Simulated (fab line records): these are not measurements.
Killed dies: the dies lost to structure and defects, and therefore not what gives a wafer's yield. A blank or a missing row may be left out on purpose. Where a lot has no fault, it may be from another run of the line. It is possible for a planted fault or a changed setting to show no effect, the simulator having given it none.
Split-lot study / flow n5Finfet / 7 lots, 21 wafers read, on a route of 1938 steps

## ON THE SPLIT
At N5_MIM_TOP_ETCH_PECVD_03 (deposits SiNx from SiH4/NH3/N2, target thk 20 nm, time 17.6 s), the setting timeS was moved away from the recipe's 17.6 s on 4 of the 21 wafers read, by -6.7% to +14.7%. This setting was run at the recipe's value on the other wafers.

The reading is taken at the split's own step.

## THE READING
SiNx_of_MIM_TOP_ETCH_PECVD_03.thkNm (the simulator's own value, which no gauge read), in nm, at N5_MIM_TOP_ETCH_PECVD_03 (deposits SiNx from SiH4/NH3/N2, target thk 20 nm, time 17.6 s). The file does not state a usual value for it. Across the 17 wafers here that went through the recipe, the average is 20.0 nm and the standard deviation 0.26 nm.

wafer=L083.1; tool, chamber at the split=pecvd-04, 1; timeS as run, s=17.6; against the recipe=recipe; SiNx_of_MIM_TOP_ETCH_PECVD_03.thkNm, nm=19.8; against lot-mates on the recipe=-
wafer=L083.2; tool, chamber at the split=pecvd-04, 2,1; timeS as run, s=17.6; against the recipe=recipe; SiNx_of_MIM_TOP_ETCH_PECVD_03.thkNm, nm=20.2; against lot-mates on the recipe=-
wafer=L083.5; tool, chamber at the split=pecvd-04, 2,1; timeS as run, s=17.6; against the recipe=recipe; SiNx_of_MIM_TOP_ETCH_PECVD_03.thkNm, nm=20.2; against lot-mates on the recipe=-
wafer=L082.2; tool, chamber at the split=pecvd-02, 2; timeS as run, s=17.6; against the recipe=recipe; SiNx_of_MIM_TOP_ETCH_PECVD_03.thkNm, nm=20.2; against lot-mates on the recipe=-
wafer=L082.3; tool, chamber at the split=pecvd-02, 1,2; timeS as run, s=17.6; against the recipe=recipe; SiNx_of_MIM_TOP_ETCH_PECVD_03.thkNm, nm=19.8; against lot-mates on the recipe=-
wafer=L082.4; tool, chamber at the split=pecvd-02, 1,2; timeS as run, s=17.6; against the recipe=recipe; SiNx_of_MIM_TOP_ETCH_PECVD_03.thkNm, nm=19.8; against lot-mates on the recipe=-
wafer=L085.1; tool, chamber at the split=pecvd-02, 0; timeS as run, s=17.6; against the recipe=recipe; SiNx_of_MIM_TOP_ETCH_PECVD_03.thkNm, nm=20; against lot-mates on the recipe=-
wafer=L085.2; tool, chamber at the split=pecvd-02, 1; timeS as run, s=17.6; against the recipe=recipe; SiNx_of_MIM_TOP_ETCH_PECVD_03.thkNm, nm=19.8; against lot-mates on the recipe=-
wafer=L085.4; tool, chamber at the split=pecvd-02, 2; timeS as run, s=17.6; against the recipe=recipe; SiNx_of_MIM_TOP_ETCH_PECVD_03.thkNm, nm=20.4; against lot-mates on the recipe=-
wafer=L089.3; tool, chamber at the split=pecvd-01, 1; timeS as run, s=17.6; against the recipe=recipe; SiNx_of_MIM_TOP_ETCH_PECVD_03.thkNm, nm=19.8; against lot-mates on the recipe=-
wafer=L089.4; tool, chamber at the split=pecvd-01, 2; timeS as run, s=17.6; against the recipe=recipe; SiNx_of_MIM_TOP_ETCH_PECVD_03.thkNm, nm=20; against lot-mates on the recipe=-
wafer=L089.5; tool, chamber at the split=pecvd-01, 0; timeS as run, s=20.18; against the recipe=+14.7%; SiNx_of_MIM_TOP_ETCH_PECVD_03.thkNm, nm=23.2; against lot-mates on the recipe=+3.3
wafer=L092.3; tool, chamber at the split=pecvd-02, 1; timeS as run, s=17.6; against the recipe=recipe; SiNx_of_MIM_TOP_ETCH_PECVD_03.thkNm, nm=20; against lot-mates on the recipe=-
wafer=L092.4; tool, chamber at the split=pecvd-02, 2; timeS as run, s=19.73; against the recipe=+12.1%; SiNx_of_MIM_TOP_ETCH_PECVD_03.thkNm, nm=23; against lot-mates on the recipe=+2.8
wafer=L092.6; tool, chamber at the split=pecvd-02, 0; timeS as run, s=17.6; against the recipe=recipe; SiNx_of_MIM_TOP_ETCH_PECVD_03.thkNm, nm=20.4; against lot-mates on the recipe=-
wafer=L094.3; tool, chamber at the split=pecvd-04, 0; timeS as run, s=17.6; against the recipe=recipe; SiNx_of_MIM_TOP_ETCH_PECVD_03.thkNm, nm=20.2; against lot-mates on the recipe=-
wafer=L094.4; tool, chamber at the split=pecvd-04, 2; timeS as run, s=16.42; against the recipe=-6.7%; SiNx_of_MIM_TOP_ETCH_PECVD_03.thkNm, nm=18.8; against lot-mates on the recipe=-1.4
wafer=L094.5; tool, chamber at the split=pecvd-04, 2; timeS as run, s=16.42; against the recipe=-6.7%; SiNx_of_MIM_TOP_ETCH_PECVD_03.thkNm, nm=18.6; against lot-mates on the recipe=-1.6
wafer=L093.1; tool, chamber at the split=pecvd-01, 0; timeS as run, s=17.6; against the recipe=recipe; SiNx_of_MIM_TOP_ETCH_PECVD_03.thkNm, nm=19.8; against lot-mates on the recipe=-
wafer=L093.4; tool, chamber at the split=pecvd-01, 0; timeS as run, s=17.6; against the recipe=recipe; SiNx_of_MIM_TOP_ETCH_PECVD_03.thkNm, nm=19.8; against lot-mates on the recipe=-
wafer=L093.2; tool, chamber at the split=pecvd-01, 1; timeS as run, s=17.6; against the recipe=recipe; SiNx_of_MIM_TOP_ETCH_PECVD_03.thkNm, nm=19.4; against lot-mates on the recipe=-
If several chambers appear in one row, that row covers several wafers at once and the file leaves open which wafer was in which chamber.

THE FIT
A straight line over all 21 wafers: SiNx_of_MIM_TOP_ETCH_PECVD_03.thkNm changes by +0.223 nm for each +1% of timeS; r = +0.97; the points scatter about the line by 0.26 nm.
The same after taking each lot's own level away (the mean of its wafers on the recipe; 21 wafers): +0.227 nm for each +1%; r = +0.99; scatter 0.18 nm.
That fit puts the effect of the largest move of timeS on the reading at 3.3 nm.
The lots' own levels span 19.67 to 20.20 nm, that is 2.1 times the standard deviation above.
Hence the lot-to-lot level has little effect on the slope; both slopes agree.
Check: +3.35 nm against its lot-mates is what the line predicts for one of the wafers moved furthest among these (+14.7%) when that wafer is left out of the fit. Against them it came out at +3.3 nm.

## ADDITIONAL SPLITS CARRIED BY THESE WAFERS
Before the reading, these wafers also passed through other splits. Each is held against what the fit with the lots' levels taken away leaves over:
other split on the same wafers=N5_BEOL_M15_DEVELOP_27 developTimeS; wafers away from the commonest value=4; r with SiNx_of_MIM_TOP_ETCH_PECVD_03.thkNm (lot level and that fit taken away)=-0.03
other split on the same wafers=N5_MIM_TOP_LITHO_EXPOSE_05 doseMj; wafers away from the commonest value=10; r with SiNx_of_MIM_TOP_ETCH_PECVD_03.thkNm (lot level and that fit taken away)=+0.29

## FILE'S OWN FIT
SiNx_of_MIM_TOP_ETCH_PECVD_03.thkNm changes by +0.227 nm for each +1% of timeS, r = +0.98.
